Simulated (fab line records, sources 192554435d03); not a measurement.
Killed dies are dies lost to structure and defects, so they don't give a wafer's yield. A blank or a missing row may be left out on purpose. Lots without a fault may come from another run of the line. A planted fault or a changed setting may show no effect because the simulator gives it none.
Split-lot experiment | flow n5_finfet | 7 lots, 39 wafers read, on a route of 1938 steps

THE SPLIT
At N5_BEOL_M1_TRENCH_ETCH_37 (etches SiOC in C4F6/O2, target depth 55.207 nm, time 29 s), the setting target_depth_a was moved away from the recipe's 552.07 angstrom on 12 of the 39 wafers read, by -45.8% to +42.4%. The other wafers ran this setting at the recipe's value.

FROM THE SPLIT TO THE READING: what the file shows between them, 2 steps
- N5_BEOL_M1_ETCH_41: etches SiCN in CH3F/O2, target depth 31.9 nm, time 57.8 s
- N5_BEOL_M1_STRIP_97: strips in N2/H2, time 10 s

THE READING
trench_depth_nm, in nm, at N5_BEOL_M1_OCD_MEAS_38. Fault-free wafers of this fab line usually give 54.7 nm, standard deviation 1.3 nm.

wafer  | tool, chamber at the split | target_depth_a as run, angstrom | against the recipe | trench_depth_nm, nm | against lot-mates on the recipe
L078.2 | rie_diel-05, 0             | 552.07                          | recipe             | 55.2                | -
L078.4 | rie_diel-05, 1             | 552.07                          | recipe             | 52.9                | -
L078.6 | rie_diel-05, 1             | 552.07                          | recipe             | 52.7                | -
L081.1 | rie_diel-06, 3             | 299.1                           | -45.8%             | 30.4                | -25.5
L081.2 | rie_diel-06, 2             | 299.1                           | -45.8%             | 29.6                | -26.3
L081.3 | rie_diel-06, 1             | 552.07                          | recipe             | 54.6                | -
L081.4 | rie_diel-06, 0             | 552.07                          | recipe             | 56.6                | -
L081.5 | rie_diel-06, 3             | 299.1                           | -45.8%             | 30.8                | -25.1
L081.6 | rie_diel-06, 0             | 552.07                          | recipe             | 56.6                | -
L087.1 | rie_diel-02, 0             | 552.07                          | recipe             | 55.5                | -
L087.2 | rie_diel-02, 1             | 552.07                          | recipe             | 52.7                | -
L087.3 | rie_diel-02, 2             | 552.07                          | recipe             | 55.8                | -
L087.4 | rie_diel-02, 3             | 552.07                          | recipe             | 54.0                | -
L087.5 | rie_diel-02, 0             | 552.07                          | recipe             | 55.1                | -
L087.6 | rie_diel-02, 1             | 552.07                          | recipe             | 53.6                | -
L088.1 | rie_diel-05, 0             | 552.07                          | recipe             | 54.5                | -
L088.2 | rie_diel-05, 2             | 763.2                           | +38.2%             | 76.3                | +22.0
L088.3 | rie_diel-05, 1             | 552.07                          | recipe             | 53.0                | -
L088.4 | rie_diel-05, 3             | 763.2                           | +38.2%             | 75.9                | +21.6
L088.5 | rie_diel-05, 0             | 763.2                           | +38.2%             | 77.5                | +23.2
L088.6 | rie_diel-05, 3             | 552.07                          | recipe             | 55.3                | -
L094.1 | rie_diel-05, 3             | 785.9                           | +42.4%             | 78.0                | +23.6
L094.2 | rie_diel-05, 0             | 785.9                           | +42.4%             | 78.7                | +24.3
L094.3 | rie_diel-05, 1             | 552.07                          | recipe             | 52.5                | -
L094.4 | rie_diel-05, 3             | 552.07                          | recipe             | 53.9                | -
L094.5 | rie_diel-05, 1             | 785.9                           | +42.4%             | 74.9                | +20.5
L094.6 | rie_diel-05, 0             | 552.07                          | recipe             | 56.8                | -
L095.1 | rie_diel-02, 3             | 362.3                           | -34.4%             | 35.2                | -19.3
L095.2 | rie_diel-02, 0             | 362.3                           | -34.4%             | 36.2                | -18.3
L095.3 | rie_diel-02, 2             | 552.07                          | recipe             | 55.7                | -
L095.4 | rie_diel-02, 1             | 552.07                          | recipe             | 52.9                | -
L095.5 | rie_diel-02, 1             | 362.3                           | -34.4%             | 34.8                | -19.7
L095.6 | rie_diel-02, 0             | 552.07                          | recipe             | 55.0                | -
L097.1 | rie_diel-02, 3             | 552.07                          | recipe             | 54.2                | -
L097.2 | rie_diel-02, 0             | 552.07                          | recipe             | 54.9                | -
L097.3 | rie_diel-02, 2             | 552.07                          | recipe             | 54.6                | -
L097.4 | rie_diel-02, 1             | 552.07                          | recipe             | 52.2                | -
L097.5 | rie_diel-02, 2             | 552.07                          | recipe             | 55.1                | -
L097.6 | rie_diel-02, 3             | 552.07                          | recipe             | 53.4                | -

THE FIT
A straight line over all 39 wafers: trench_depth_nm changes by +0.546 nm for each +1% of target_depth_a; r = +0.99; the points scatter about the line by 1.3 nm.
The same after taking each lot's own level away (the mean of its wafers on the recipe; 39 wafers): +0.559 nm for each +1%; r = +1.00; scatter 1.2 nm.
On that fit, the largest move of target_depth_a shifts the reading by 26 nm.
The lots' own levels span 53.60 to 55.93 nm, that is 1.8 times the standard deviation above.
So the lot-to-lot level changes the slope little: the two slopes agree.
Check: with one of the wafers moved furthest among these (-45.8%) left out of the fit, the line predicts -25.6 nm for it against its lot-mates. It came out at -25.5 nm against them.

OTHER SPLITS ON THESE WAFERS
These wafers also went through other splits before the reading. Each is held against what the fit with the lots' levels taken away leaves over:
other split on the same wafers               | wafers away from the commonest value | r with trench_depth_nm (lot level and that fit taken away)
N5_FIN_SAQP_MANDREL_ETCH_22 target_depth_a   | 12                                   | +0.08
N5_HKMG_FIN_ALD_36 ald_cycles                | 12                                   | +0.04
N5_MOL_CONTACT_COAG_SPUTTER_130 target_thk_a | 18                                   | +0.01
N5_BEOL_M0_SAQP_SPACER1_ALD_98 ald_cycles    | 9                                    | -0.03

THE WHOLE CHAIN: every reading that the file lists as answering this split, in the file's order
step                      | what it does                                              | reading                                                                          | change (the file's fit)                | r (the file's)
N5_BEOL_M1_TRENCH_ETCH_37 | etches SiOC in C4F6/O2, target depth 55.207 nm, time 29 s | BEOL_M1.feature_depth_nm (the simulator's own value, which no gauge read)        | +0.556 nm for each +1% of the setting  | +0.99
N5_BEOL_M1_TRENCH_ETCH_37 | etches SiOC in C4F6/O2, target depth 55.207 nm, time 29 s | etch.depth_nm (the simulator's own value, which no gauge read)                   | +0.556 nm for each +1% of the setting  | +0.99
N5_BEOL_M1_TRENCH_ETCH_37 | etches SiOC in C4F6/O2, target depth 55.207 nm, time 29 s | TiN_of_BEOL_M1_HM_DEP_02.thk_nm (the simulator's own value, which no gauge read) | -0.0255 nm for each +1% of the setting | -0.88
N5_BEOL_M1_OCD_MEAS_38    |                                                           | trench_depth_nm                                                                  | +0.558 nm for each +1% of the setting  | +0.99

THE FILE'S OWN FIT
trench_depth_nm changes by +0.558 nm for each +1% of target_depth_a, r = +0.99.
